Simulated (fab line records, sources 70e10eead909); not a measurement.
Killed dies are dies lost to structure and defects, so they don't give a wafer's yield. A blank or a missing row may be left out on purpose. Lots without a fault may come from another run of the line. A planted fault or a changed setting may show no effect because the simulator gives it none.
fab line records | flow nand_harc
record lots=12 wafers=35 last_day=24
route steps=1159 shown A_SGD_CUT@760 A_SLIT@780 END@1159
lots that met no fault: from a run of the same line without faults
start_h: hours from the record's first day to the start of the lot's first wafer shown | wait_h: hours since the lot's step before | " the same as in the row above | L1.1+2: a row that stands for several wafers | - no value, or no start given | * or withheld: withheld | < > ~ a bound
route shown NAME@n: a module of which the file shows steps, and the number in the route of the first | usual: mean/standard deviation of fault-free wafers | same: alike in all rows | chamber/n: place in a boat | sites: the reading at each site | _std_site: their standard deviation | _edge_site: outer sites' mean less inner sites' | radius_mm: how far each site lies from the wafer's centre | mask NAME#n: copy n | behind: the tool/chamber that last shaped the wafer | hold: why the lot was held/for how many hours/how that ended | device: the transistor (n, p or np) that didn't switch | end of line: the same wafers' tests at the end of the route | a step without rows: its recipe alone | killed: dies lost to structure and defects at the first sort, not the wafer's yield | map: a wafer's dies, x killed, . not, _ none there
set.NAME: the setting as run; set.NAME@STEP: as run at that earlier step | model.NAME: the simulator's own value behind a step, which no gauge read
steps of the route over a sample of lots; a table a step, a row a wafer
services: from which hour (start_h, from the record's first day; less than 0 if before it) a tool's chamber was out of use, for how many hours, and why
## steps
# step NHARC_A_SGD_CUT_INSPECT_11
# usual raw_defect_count=17/8.5
# columns lot.wafer tool chamber start_h wait_h raw_defect_count
L552.3 defect_inspect-01 - 303.48 0.0 10
L552.4 " - " " 11
L552.6 " - " " 11
L554.2 defect_inspect-01 - 314.97 0.0 18
L554.3 " - " " 25
L554.6 " - " " 23
L553.1 defect_inspect-01 - 315.19 0.0 6
L553.4 " - " " 1
L553.6 " - " " 4
L555.1 defect_inspect-02 - 325.21 0.0 12
L555.4 " - " " 23
L555.6 " - " " 18
L560.1 defect_inspect-01 - 358.98 0.0 6
L560.2 " - " " 8
L560.4 " - " " 6
L557.3 defect_inspect-02 - 359.14 0.0 4
L557.4 " - " " 9
L557.6 " - " " 12
L564.1 defect_inspect-01 - 380.98 0.0 18
L564.2 " - " " 26
L564.4 " - " " 35
L563.1 defect_inspect-02 - 403.88 0.0 12
L563.5 " - " " 13
L569.2 defect_inspect-02 - 410.02 0.0 12
L569.3 " - " " 7
L569.6 " - " " 16
L570.2 defect_inspect-01 - 428.18 0.0 37
L570.3 " - " " 27
L570.6 " - " " 36
L572.1 defect_inspect-01 - 446.68 0.0 38
L572.2 " - " " 34
L572.4 " - " " 28
L574.1 defect_inspect-01 - 448.10 0.0 10
L574.3 " - " " 10
L574.4 " - " " 8
# step NHARC_A_SGD_CUT_STRIP_17
# recipe o2_flow_sccm=500 ar_flow_sccm=0 bias_w=0 chemistry=O2
# usual chamber_pressure_mTorr=60.00/0.057 drypump_motor_current_A=5.91/0.26 oes_product_au=0.996/0.01 rf_vpp_V=57.9/0.85 showerhead_plenum_p_Torr=3.59/0.15 throttle_valve_pct=17.035/0.0093
# columns lot.wafer tool chamber start_h wait_h chamber_pressure_mTorr drypump_motor_current_A oes_product_au rf_hours_counter_h rf_vpp_V showerhead_plenum_p_Torr throttle_valve_pct
L552.4 rie_diel-02 0 - - 60.02 5.81 0.992 17 58.2 3.74 17.047
L552.3 " 1 " " 59.97 6.35 1.015 17 57.1 3.45 17.036
L552.6 " 2 " " 59.95 5.73 1.008 - 56.5 3.43 17.024
L554.2 rie_diel-05 0 - - 60.03 6.18 0.992 8 59.0 3.75 17.035
L554.3 " 1 " " 60.01 5.51 0.985 9 57.0 3.33 17.024
L554.6 " 3 " " 59.99 5.69 0.989 - 57.5 3.68 17.039
L553.4 rie_diel-13 2 - - 60.00 5.74 0.986 3 57.3 3.50 17.023
L553.1 " 0 " " 60.08 5.66 1.007 4 58.3 3.44 17.048
L553.6 " 2 " " 59.95 5.71 0.997 - 56.3 3.50 17.030
L555.1 rie_diel-05 0 - - 59.98 6.14 0.994 10 58.4 3.75 17.043
L555.4 " 2 " " 60.02 6.15 1.010 11 57.4 3.46 17.030
L555.6 " 3 " " 59.93 5.68 0.986 - 58.8 3.68 17.047
L560.2 rie_diel-02 1 - - 60.08 6.38 1.004 2 57.0 3.45 17.043
L560.4 " 2 " " 60.12 5.71 0.990 2 58.6 3.43 17.034
L560.1 " 0 " " 60.01 5.87 0.991 2 59.0 3.74 17.013
L557.3 rie_diel-13 0 - - 59.96 5.66 1.000 9 55.7 3.44 17.039
L557.4 " 1 " " 60.09 5.72 0.974 9 57.8 3.72 17.039
L557.6 " 1 " " 59.96 5.72 0.982 - 57.6 3.72 17.041
L564.4 rie_diel-02 0 - - 60.07 5.86 0.987 4 58.6 3.74 17.040
L564.2 " 1 " " 60.07 6.36 0.998 4 59.0 3.45 17.049
L564.1 " 2 " " 60.06 5.72 0.981 5 58.8 3.43 17.042
L563.1 rie_diel-02 3 - - 60.01 6.08 1.010 7 57.2 3.71 17.029
L563.5 " 3 " " 60.11 6.06 1.010 - 58.2 3.71 17.031
L569.2 rie_diel-05 2 - - 60.01 6.12 0.995 5 56.3 3.45 17.036
L569.3 " 3 " " 59.91 5.71 0.999 4 59.8 3.67 17.034
L569.6 " 2 " " 59.98 6.15 1.012 - 59.0 3.45 17.029
L570.3 rie_diel-02 3 - - 60.02 6.10 1.010 10 58.1 3.71 17.041
L570.2 " 0 " " 59.98 5.85 0.994 9 57.3 3.74 17.027
L570.6 " 3 " " 59.99 6.07 1.008 - 57.8 3.71 17.043
L572.2 rie_diel-05 0 - - 59.95 6.16 1.008 7 57.8 3.74 17.045
L572.4 " 1 " " 60.08 5.50 1.003 6 58.7 3.33 17.029
L572.1 " 2 " " 60.04 6.13 1.009 7 57.9 3.45 17.017
L574.3 rie_diel-13 2 - - 59.92 5.73 0.991 16 57.4 3.50 17.046
L574.4 " 3 " " 60.00 6.17 1.001 18 58.4 3.76 17.033
L574.1 " 0 " " 60.02 5.64 1.015 17 57.2 3.44 17.037
# step NHARC_A_SGD_CUT_ETCHBACK_24
# recipe target_depth_a=500 over_etch_frac=0.3 time_s=92.857 ion_energy_ev=120 ch3f_flow_sccm=50 o2_flow_sccm=30 ar_flow_sccm=200 rf_w=500 bias_w=100 chemistry=CH3F/O2
# usual chamber_pressure_mTorr=25.00/0.042 drypump_motor_current_A=5.89/0.26 oes_product_au=0.98/0.033 rf_vpp_V=245.0/1.8 run_length_s=114.2/0.45 showerhead_plenum_p_Torr=2.50/0.11 throttle_valve_pct=20.663/0.0087
# columns lot.wafer tool chamber start_h wait_h chamber_pressure_mTorr drypump_motor_current_A oes_product_au rf_hours_counter_h rf_vpp_V run_length_s showerhead_plenum_p_Torr throttle_valve_pct
L552.3 rie_diel-05 0 309.76 0.2 25.00 6.16 0.99 8 248.2 113.9 2.62 20.666
L552.4 " 1 " " 25.02 5.51 0.99 9 243.4 114.8 2.32 20.663
L552.6 " 2 " " 25.03 6.15 0.99 - 242.6 114.6 2.41 20.671
L553.1 rie_diel-13 1 324.50 0.1 24.97 5.72 0.91 6 246.4 114.6 2.60 20.667
L553.4 " 0 " " 24.98 5.64 0.93 6 243.6 114.8 2.40 20.675
L553.6 " 2 " " 25.00 5.70 0.92 - 245.6 113.7 2.44 20.667
L554.2 rie_diel-05 1 324.50 0.1 25.02 5.53 0.92 10 241.3 114.4 2.32 20.662
L554.3 " 3 " " 25.26 5.66 0.92 9 244.8 114.3 2.57 20.668
L554.6 " 1 " " 24.98 5.52 0.92 - 242.6 115.1 2.32 20.668
L555.1 rie_diel-13 3 331.47 0.2 25.02 6.18 0.99 7 246.1 113.8 2.63 20.654
L555.4 " 1 " " 25.00 5.68 0.97 7 246.0 113.8 2.60 20.667
L555.6 " 2 " " 24.98 5.74 0.99 - 244.1 113.7 2.44 20.661
L560.4 rie_diel-05 0 365.47 0.1 24.99 6.14 1.00 2 247.1 114.3 2.61 20.647
L560.1 " 2 " " 25.01 6.13 1.00 2 243.6 114.6 2.40 20.652
L560.2 " 3 " " 25.01 5.67 0.98 2 245.1 114.4 2.57 20.657
L557.3 rie_diel-05 0 365.65 0.2 25.00 6.14 1.00 2 246.1 113.5 2.61 20.672
L557.4 " 1 " " 25.03 5.52 1.01 2 244.0 114.5 2.32 20.675
L557.6 " 0 " " 24.99 6.15 0.99 - 247.5 113.4 2.61 20.646
L564.4 rie_diel-02 1 387.19 0.1 25.02 6.39 0.93 4 243.3 114.5 2.40 20.660
L564.2 " 2 " " 25.00 5.69 0.92 5 243.2 114.4 2.39 20.654
L564.1 " 3 " " 25.03 6.04 0.94 5 248.2 114.3 2.59 20.650
L563.1 rie_diel-05 2 409.94 0.2 24.99 6.17 1.01 4 243.5 89.2 2.40 20.674
L563.5 " 0 " " 25.00 6.10 1.00 - 247.3 114.1 2.61 20.654
L569.3 rie_diel-05 3 417.06 0.2 24.99 5.67 0.91 5 246.4 87.9 2.56 20.670
L569.2 " 0 " " 24.98 6.14 0.92 6 248.0 114.1 2.61 20.670
L569.6 " 3 " " 25.00 5.67 0.92 - 245.3 113.9 2.56 20.668
L570.2 rie_diel-05 3 433.99 0.1 25.00 5.68 1.00 6 245.2 114.4 2.56 20.687
L570.3 " 0 " " 24.95 6.20 0.98 6 246.0 87.7 2.61 20.661
L570.6 " 3 " " 24.98 5.68 1.00 - 245.1 114.0 2.56 20.659
L572.2 rie_diel-02 2 454.01 0.1 25.04 5.70 0.99 13 243.8 114.0 2.38 20.679
L572.4 " 3 " " 24.99 6.05 1.02 12 247.1 114.0 2.59 20.675
L572.1 " 1 " " 25.01 6.35 0.99 11 244.6 114.1 2.40 20.662
L574.4 rie_diel-02 3 454.33 0.2 24.97 6.05 1.01 12 245.9 114.1 2.59 20.655
L574.1 " 0 " " 25.00 5.79 0.99 11 245.9 114.2 2.61 20.667
L574.3 " 1 " " 24.99 6.38 0.99 11 242.6 114.2 2.40 20.668
# step NHARC_A_SLIT_DEP_00
# recipe target_thk_a=32000 temp_c=400 material=aC
# usual throttle_valve_pct=35.000/0.009
# columns lot.wafer tool chamber start_h wait_h throttle_valve_pct
L552.3 acl_dep-02 0 311.23 - 35.016
L552.4 " 0 " " 35.005
L552.6 " 0 " " 35.005
L553.1 acl_dep-02 0 325.15 - 34.985
L553.4 " 0 " " 35.009
L553.6 " 0 " " 34.993
L554.2 acl_dep-01 0 325.55 - 35.003
L554.3 " 0 " " 34.998
L554.6 " 0 " " 35.006
L555.1 acl_dep-03 0 332.11 - 35.020
L555.4 " 0 " " 34.985
L555.6 " 0 " " 34.997
L560.1 acl_dep-01 0 368.16 - 35.021
L560.2 " 0 " " 35.002
L560.4 " 0 " " 35.010
L557.3 acl_dep-03 0 371.43 5.1 35.002
L557.4 " 0 " " 34.996
L557.6 " 0 " " 35.007
L564.1 acl_dep-01 0 388.86 - 34.984
L564.2 " 0 " " 35.000
L564.4 " 0 " " 34.993
L563.5 acl_dep-02 0 412.57 - 34.997
L569.2 acl_dep-01 0 421.12 - 34.988
L569.6 " 0 422.43 - 34.992
L570.2 acl_dep-01 0 437.02 - 34.999
L570.6 " 0 438.33 - 34.986
L572.1 acl_dep-01 0 455.44 - 35.008
L572.2 " 0 " " 35.002
L572.4 " 0 " " 35.015
L574.1 acl_dep-02 0 457.23 - 35.000
L574.3 " 0 " " 34.986
L574.4 " 0 " " 34.981
# step NHARC_END_SORT_01
# recipe temp_c=25
# usual killed_at_array=25/9.5 killed_at_other=0.8/1.2 killed_at_periphery=3.4/2.2 killed_dies=29/10 killed_open=3.3/1.8 killed_short=2.1/1.4
# same gross_dies=677
# columns lot.wafer tool chamber start_h wait_h killed_at_array killed_at_other killed_at_periphery killed_dies killed_open killed_short
L564.1 prober-01 0 510.82 2.5 20 0 2 22 0 4
L564.2 prober-01 0 511.62 2.8 29 0 5 34 1 5
L564.4 prober-01 0 513.22 3.4 31 0 6 37 6 0
L563.1 prober-02 0 535.34 2.5 667 2 6 675 7 3
L563.5 prober-02 0 538.57 3.7 19 1 12 32 2 2
L569.2 prober-01 0 536.12 2.8 27 0 4 31 3 1
L569.3 prober-01 0 536.91 3.1 663 3 6 672 5 4
L569.6 prober-01 0 539.29 4.0 40 4 2 46 4 1
L570.2 prober-02 0 559.03 2.8 32 0 2 34 2 5
L570.3 prober-02 0 559.84 3.1 674 0 0 674 3 1
L570.6 prober-02 0 562.26 4.0 37 1 0 38 6 1
# killed by level:class
L564.1 A_CHANNEL_HOLE_D1:chamber_film_flake=14 A_WL_FILL:chamber_film_flake=2 A_ONON_D1:geometric_particle:short=1 A_SGD_CUT:geometric_particle:short=1 A_BLC:geometric_particle:short=1 A_M1:geometric_particle:short=1 P_STI:chamber_film_flake=1 P_GATE:chamber_film_flake=1
L564.2 A_CHANNEL_HOLE_D1:chamber_film_flake=18 A_STAIRCASE:chamber_film_flake=5 P_GATE:chamber_film_flake=2 A_WL_FILL:chamber_film_flake=2 P_STI:geometric_particle:short=1 P_GATE:geometric_particle:short=1 P_M2:geometric_particle:short=1 A_ONON_D1:geometric_particle:short=1
L564.4 A_CHANNEL_HOLE_D1:chamber_film_flake=20 A_STAIRCASE:chamber_film_flake=5 A_BLC:geometric_particle:open=2 A_M0:geometric_particle:open=2 P_GATE:chamber_film_flake=2 A_CONTACT:chamber_film_flake=2 P_CONTACT:geometric_particle:open=1 P_M0:geometric_particle:open=1
L563.1 A_SGD_CUT:area_etchback=648 A_SLIT:chamber_film_flake=5 A_CHANNEL_HOLE_D1:chamber_film_flake=3 P_CONTACT:geometric_particle:open=2 A_CONTACT:geometric_particle:open=2 A_STAIRCASE:chamber_film_flake=2 THIN_TSV:chamber_film_flake=2 P_M0:geometric_particle:open=1
L569.2 A_SLIT:chamber_film_flake=9 A_CHANNEL_HOLE_D1:chamber_film_flake=7 A_CONTACT:chamber_film_flake=4 A_CONTACT:geometric_particle:open=2 P_GATE:chamber_film_flake=2 A_ZERO_WELL:chamber_film_flake=2 A_CHANNEL_FILL_D1:geometric_particle:open=1 A_CONTACT:geometric_particle:short=1
L569.3 A_SGD_CUT:area_etchback=630 A_SLIT:chamber_film_flake=15 A_CHANNEL_HOLE_D1:chamber_film_flake=6 A_CONTACT:chamber_film_flake=5 P_GATE:chamber_film_flake=3 THIN_TSV:chamber_film_flake=3 A_CONTACT:geometric_particle:open=2 A_M0:geometric_particle:short=2
L563.5 A_SLIT:chamber_film_flake=9 P_M1:chamber_film_flake=4 P_GATE:chamber_film_flake=3 A_CHANNEL_HOLE_D1:chamber_film_flake=3 A_STAIRCASE:chamber_film_flake=3 P_GATE:geometric_particle:short=2 P_M2:chamber_film_flake=2 A_ONON_D1:geometric_particle:open=1
L569.6 A_SLIT:chamber_film_flake=18 A_CHANNEL_HOLE_D1:chamber_film_flake=10 A_CONTACT:chamber_film_flake=3 THIN_TSV:chamber_film_flake=3 A_CONTACT:geometric_particle:open=2 P_GATE:chamber_film_flake=2 A_STAIRCASE:chamber_film_flake=2 A_WL_FILL:geometric_particle:open=1
L570.2 A_CHANNEL_HOLE_D1:chamber_film_flake=22 P_M2:chamber_film_flake=2 A_ONON_D1:geometric_particle:short=1 A_ONON_D1:geometric_particle:open=1 A_CHANNEL_FILL_D1:geometric_particle:short=1 A_WL_FILL:geometric_particle:short=1 A_CONTACT:geometric_particle:open=1 A_CONTACT:geometric_particle:short=1
L570.3 A_SGD_CUT:area_etchback=644 A_CHANNEL_HOLE_D1:chamber_film_flake=15 A_STAIRCASE:chamber_film_flake=4 A_CONTACT:chamber_film_flake=4 A_M0:geometric_particle:open=2 A_SLIT:chamber_film_flake=2 A_WL_FILL:geometric_particle:short=1 A_CONTACT:geometric_particle:open=1
L570.6 A_CHANNEL_HOLE_D1:chamber_film_flake=24 A_M0:geometric_particle:open=3 A_STAIRCASE:chamber_film_flake=2 A_WL_FILL:chamber_film_flake=2 A_CONTACT:chamber_film_flake=2 A_CHANNEL_FILL_D1:geometric_particle:short=1 A_CONTACT:geometric_particle:open=1 A_BLC:geometric_particle:open=1
## services
# columns tool chamber start_h hours kind
rie_diel-13 2 282.71 8.6 repair
rie_diel-02 3 284.28 12.4 repair
acl_dep-01 - 293.80 13.0 pm
rie_diel-05 0 295.10 - clean
rie_diel-05 1 295.10 - clean
rie_diel-05 2 295.10 - clean
rie_diel-05 3 295.10 - clean
rie_diel-05 0 319.60 - clean
rie_diel-05 1 319.60 - clean
rie_diel-05 2 319.60 - clean
rie_diel-02 - 327.71 9.0 pm
acl_dep-01 - 330.28 5.1 repair
rie_diel-05 - 336.11 1.2 repair
rie_diel-05 - 340.60 9.0 pm
acl_dep-02 - 351.14 13.0 pm
rie_diel-13 2 371.97 12.1 repair
rie_diel-13 2 394.25 3.6 repair
rie_diel-05 1 404.34 19.3 repair
acl_dep-03 - 405.94 13.0 pm
rie_diel-05 0 421.02 11.1 repair
rie_diel-05 3 434.95 1.4 repair
rie_diel-05 - 435.34 1.6 repair
rie_diel-05 - 438.52 2.7 repair
rie_diel-13 - 453.00 9.0 pm
## key
first_sign step=NHARC_A_SGD_CUT_ETCHBACK_24 reading=run_length_s direction=down sigmas=58 usual=* struck=*
effect step=NHARC_END_SORT_01 reading=killed_at_array direction=up sigmas=67 usual=25 struck=668
more_kills_born_at NHARC_A_SGD_CUT_ETCHBACK_24@rie_diel-05=1922
met_at NHARC_A_SGD_CUT_ETCHBACK_24
struck_lots L563,L569,L570
struck_wafers L563.1,L569.3,L570.3
later_rows_left_out L563.1,L569.3,L570.3
tester_left_out L563,L569,L570
not_acting_at NHARC_A_SGD_CUT_INSPECT_11,NHARC_A_SGD_CUT_STRIP_17,NHARC_A_SLIT_DEP_00
onset_between 365.65 409.94
fault kind=process_parameter_drift tool=rie_diel-05 chamber=- onset_h=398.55 steps=NHARC_A_SGD_CUT_ETCHBACK_24 channel=time_s offset=* shape=step end_h=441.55 scope=struck_wafers_only acts_in=* stated=*
# tester_left_out: of these lots the tester's yield and bins aren't shown, on N5 and GAA mostly nor the transistor test; their killed dies are dies lost to structure and defects alone, not to doping, threshold or leakage, so they don't give the yield
# later_rows_left_out: the simulator's readings of these wafers behind a module that went badly wrong aren't trusted and aren't shown, but for the sort
